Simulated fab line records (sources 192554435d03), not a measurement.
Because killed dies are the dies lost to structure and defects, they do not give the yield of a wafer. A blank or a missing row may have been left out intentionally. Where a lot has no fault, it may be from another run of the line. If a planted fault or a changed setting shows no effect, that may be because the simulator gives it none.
Which tool is to blame?    flow n5_finfet    Sampling: 10 lots, 30 wafers, 5 of 1938 route steps

## WHAT THE GAUGES SHOWED, per wafer
N5_WELL_APT_CD_MEAS_08: the cd target is 200 nm. Usual: cd_nm at 200.4 nm, with a standard deviation of 1.1.
lot   measured     on         cd_nm (nm)         flag
L654  day 1 13:47  cd_sem-01  200.5 200.9 199.6  
L660  day 3 01:45  cd_sem-01  199.9 199.0 199.3  
L661  day 3 07:42  cd_sem-01  201.0 202.4 201.4  
L663  day 3 20:11  cd_sem-02  200.1 200.5 199.1  
L664  day 4 01:49  cd_sem-01  200.7 201.3 200.9  
L665  day 4 07:53  cd_sem-02  200.8 201.5 203.1  
L666  day 4 13:52  cd_sem-01  202.9 202.5 201.2  
L672  day 6 01:34  cd_sem-01  198.9 198.9 200.0  
L673  day 6 07:59  cd_sem-03  200.3 200.3 200.2  
L676  day 7 01:43  cd_sem-03  201.5 201.2 200.4  

N5_WELL_APT_INSPECT_38: inspects for defects (darkfield). Usual: raw_defect_count at 13, with a standard deviation of 5.3.
lot   measured     on                 raw_defect_count  flag
L654  day 1 17:11  defect_inspect-01  19 16 11          
L660  day 3 04:55  defect_inspect-02  7 7 0             
L661  day 3 10:46  defect_inspect-01  18 13 23          
L663  day 3 23:53  defect_inspect-01  14 13 18          
L664  day 4 05:01  defect_inspect-02  6 10 14           
L665  day 4 11:08  defect_inspect-01  17 9 19           
L666  day 4 17:00  defect_inspect-01  8 10 8            
L672  day 6 04:54  defect_inspect-01  14 18 22          
L673  day 6 11:22  defect_inspect-02  7 18 10           
L676  day 7 05:14  defect_inspect-01  17 12 27          

N5_BEOL_M4_RC_MEAS_101. Usual: CJ_N 4.36, standard deviation 0.086; DIBL_N 36.2 mV/V, standard deviation 1.2; DIBL_P 36.3 mV/V, standard deviation 1.3; IOFF_N 0.155 nA/um, standard deviation 0.019; IOFF_N_LONG 5.54e-05 nA/um, standard deviation 2.4e-06; IOFF_P 0.210 nA/um, standard deviation 0.029; ION_N 677 uA/um, standard deviation 8.6; ION_P 465 uA/um, standard deviation 6.8; RS_PWELL 3012 ohm/sq, standard deviation 22; SS_N 71.4 mV/dec, standard deviation 0.48; SS_P 73.2 mV/dec, standard deviation 0.53; VT_N 249.9 mV, standard deviation 2.4; VT_P -250 mV, standard deviation 3.2.
lot   measured      on         CJ_N            DIBL_N (mV/V)   DIBL_P (mV/V)   IOFF_N (nA/um)     IOFF_N_LONG (nA/um)         IOFF_P (nA/um)     ION_N (uA/um)  ION_P (uA/um)  RS_PWELL (ohm/sq)  SS_N (mV/dec)   SS_P (mV/dec)   VT_N (mV)          VT_P (mV)       flag
L654  day 7 14:26   prober-02  4.32 4.20 4.32  36.5 36.3 37.5  36.8 36.4 37.9  0.157 0.153 0.178  5.44e-05 5.48e-05 5.4e-05   0.199 0.198 0.220  672 673 685    464 459 469    2979 2991 2974     71.7 71.1 71.9  72.9 73.6 72.6  250.5 251.6 249.3  -252 -250 -250  
L660  day 10 00:17  prober-02  4.31 4.36 4.31  35.7 34.8 33.7  36.7 35.9 34.1  0.176 0.147 0.128  5.62e-05 5.53e-05 5.77e-05  0.239 0.219 0.190  682 680 681    470 474 467    3022 3020 3008     71.8 70.9 70.7  72.9 74.0 73.0  251.2 250.3 250.1  -250 -252 -250  
L661  day 10 17:09  prober-01  4.21 4.29 4.19  35.4 36.3 34.9  36.0 36.8 35.4  0.149 0.161 0.133  5.23e-05 5.27e-05 5.13e-05  0.187 0.198 0.178  678 689 667    464 469 464    2995 3009 3006     71.4 71.6 71.3  72.9 73.5 73.0  248.8 249.3 252.8  -254 -252 -255  
L663  day 10 08:52  prober-01  5.06 5.02 5.05  37.0 35.0 35.5  38.1 36.1 36.5  0.186 0.151 0.159  6.34e-05 6.31e-05 6.36e-05  0.255 0.230 0.228  686 672 674    467 461 467    3086 3062 3093     71.7 71.4 71.0  74.0 73.6 72.9  248.7 249.2 248.7  -245 -245 -249  OFF
L664  day 11 05:05  prober-01  4.93 4.87 4.93  34.2 35.9 37.3  33.4 36.1 37.4  0.114 0.151 0.174  6.54e-05 6.44e-05 6.55e-05  0.192 0.227 0.253  667 678 683    470 474 470    3099 3109 3119     70.6 71.4 71.4  72.5 73.4 74.0  253.6 251.2 247.0  -245 -247 -247  OFF
L665  day 11 13:34  prober-01  4.42 4.43 4.43  35.5 37.7 35.9  35.8 37.8 35.3  0.165 0.204 0.152  5.77e-05 5.77e-05 5.79e-05  0.222 0.267 0.218  687 678 678    467 470 469    3004 3029 3018     71.0 71.8 71.9  73.1 73.8 73.3  245.4 246.3 252.4  -249 -248 -250  
L666  day 11 21:41  prober-01  5.03 5.09 5.11  35.7 34.6 37.7  36.1 34.8 38.3  0.134 0.123 0.175  6.11e-05 6.08e-05 6.14e-05  0.197 0.173 0.234  660 662 679    462 461 466    3112 3126 3113     71.6 71.4 72.1  73.6 72.1 73.4  252.2 252.9 249.1  -250 -252 -250  OFF
L672  day 12 18:44  prober-02  4.26 4.38 4.25  36.5 35.7 36.0  37.6 36.6 37.3  0.155 0.142 0.145  5.33e-05 5.43e-05 5.18e-05  0.216 0.194 0.219  672 676 676    464 464 463    3015 3040 3008     70.9 71.5 71.8  73.4 73.3 73.5  250.2 251.9 251.1  -248 -251 -248  
L673  day 12 20:55  prober-02  4.35 4.31 4.34  35.8 35.6 34.0  36.8 36.4 34.9  0.170 0.158 0.139  6.05e-05 5.93e-05 6.06e-05  0.225 0.217 0.197  678 681 679    472 469 467    3016 3055 3028     71.5 71.2 70.5  73.3 73.2 73.4  245.8 249.6 247.4  -248 -248 -249  
L676  day 14 17:31  prober-02  4.32 4.31 4.31  36.7 36.6 37.7  36.1 35.9 38.0  0.170 0.166 0.184  5.84e-05 5.82e-05 5.66e-05  0.206 0.199 0.240  676 676 690    466 461 471    2994 2956 2996     71.5 70.6 72.1  73.0 73.5 73.9  247.0 250.3 245.6  -251 -252 -249  

## TOOL THAT RAN EACH LOT (tool first, then ch and the chambers of the sampled wafers, then the start)
lot   N5_ZERO_LAYER_PECVD_02          N5_WELL_APT_IMPLANT_32
L654  pecvd-02 ch 2, day 1 12:19      implanter-01 ch 0, day 1 15:26
L660  pecvd-02 ch 0,1,2, day 3 00:17  implanter-02 ch 0, day 3 03:23
L661  pecvd-01 ch 0,1,2, day 3 06:18  implanter-01 ch 0, day 3 09:16
L663  pecvd-01 ch 0,2, day 3 18:17    implanter-01 ch 0, day 3 22:15
L664  pecvd-01 ch 0,1, day 4 00:17    implanter-01 ch 0, day 4 03:29
L665  pecvd-01 ch 0,1,2, day 4 06:17  implanter-02 ch 0, day 4 09:47
L666  pecvd-04 ch 0,1,2, day 4 12:19  implanter-01 ch 0, day 4 15:29
L672  pecvd-04 ch 1,2, day 6 00:17    implanter-02 ch 0, day 6 03:34
L673  pecvd-02 ch 0,1,2, day 6 06:17  implanter-02 ch 0, day 6 09:59
L676  pecvd-04 ch 0,1,2, day 7 00:19  implanter-02 ch 0, day 7 03:30
- N5_ZERO_LAYER_PECVD_02: deposits SiO2 from SiH4/N2O, target thk 10 nm, time 6 s.
- N5_WELL_APT_IMPLANT_32

## AS READ BY THE TOOLS THEMSELVES (means over the sampled wafers that have a number; for cases with no such wafer, the mark the record gives instead)
N5_ZERO_LAYER_PECVD_02. Usual: heater_power_w 707 W, standard deviation 100; showerhead_plenum_p_Torr 8.10 Torr, standard deviation 0.14.
lot   tool      heater_power_w (W)  showerhead_plenum_p_Torr (Torr)  flag
L654  pecvd-02  565                 7.84                             
L660  pecvd-02  669                 8.05                             
L661  pecvd-01  674                 8.08                             
L663  pecvd-01  662                 8.04                             
L664  pecvd-01  699                 8.03                             
L665  pecvd-01  653                 8.07                             
L666  pecvd-04  793                 8.21                             
L672  pecvd-04  699                 8.15                             
L673  pecvd-02  675                 8.06                             
L676  pecvd-04  817                 8.20                             

N5_WELL_APT_IMPLANT_32. Usual: beam_energy_keV at 49.999, with a standard deviation of 0.016.
lot   tool          beam_energy_keV  flag
L654  implanter-01  50.003           
L660  implanter-02  50.023           
L661  implanter-01  49.982           
L663  implanter-01  40.603           OFF
L664  implanter-01  40.566           OFF
L665  implanter-02  50.007           
L666  implanter-01  40.580           OFF
L672  implanter-02  50.002           
L673  implanter-02  50.016           
L676  implanter-02  49.990           

## THE ANSWER, worked out from the rows above alone
Rule: take the mean of a lot's wafers that have a number; if it is more than 3 standard deviations from the usual mean, the lot is off. Also off: a lot with no number at a reading for which 4 or more lots have one. The other lots that the step has rows for count as sound. After the gauges, taken in route order, come the tools' own readings; for these a lot's mean is taken, as printed above. The first step at which some lot is off is used, and at that step the reading that is off furthest; a lot without a number counts as furthest.
Off: L663, L664, L666, seen at N5_BEOL_M4_RC_MEAS_101 (CJ_N).
A tool fits if, at a process step before that reading, it ran every lot that is off, and no sound lot after the first of them. The gauges at N5_BEOL_M4_RC_MEAS_101 aren't tried: what is off there is off at N5_WELL_APT_IMPLANT_32 too, on other tools, and a gauge's error can't cause that. One candidate fits, namely implanter-01 at N5_WELL_APT_IMPLANT_32. A fault onset in the window from L661 (day 3 09:16, its last sound lot) to L663 (day 3 22:15, its first lot off) fits.
The tool's own readings at N5_WELL_APT_IMPLANT_32 bear it out: on the lots that are off they differ by more than 5 times the standard deviation of the sound lots' means. beam_energy_keV reads 40.583 there against 50.003 on the sound lots.

## WHAT HAD BEEN PUT IN BY THE SIMULATOR
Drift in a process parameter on implanter-01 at N5_WELL_APT_IMPLANT_32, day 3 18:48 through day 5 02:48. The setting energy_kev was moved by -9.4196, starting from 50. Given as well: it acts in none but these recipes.
Struck lots among those shown: L663, L664, L666. The same result came from the rule above.
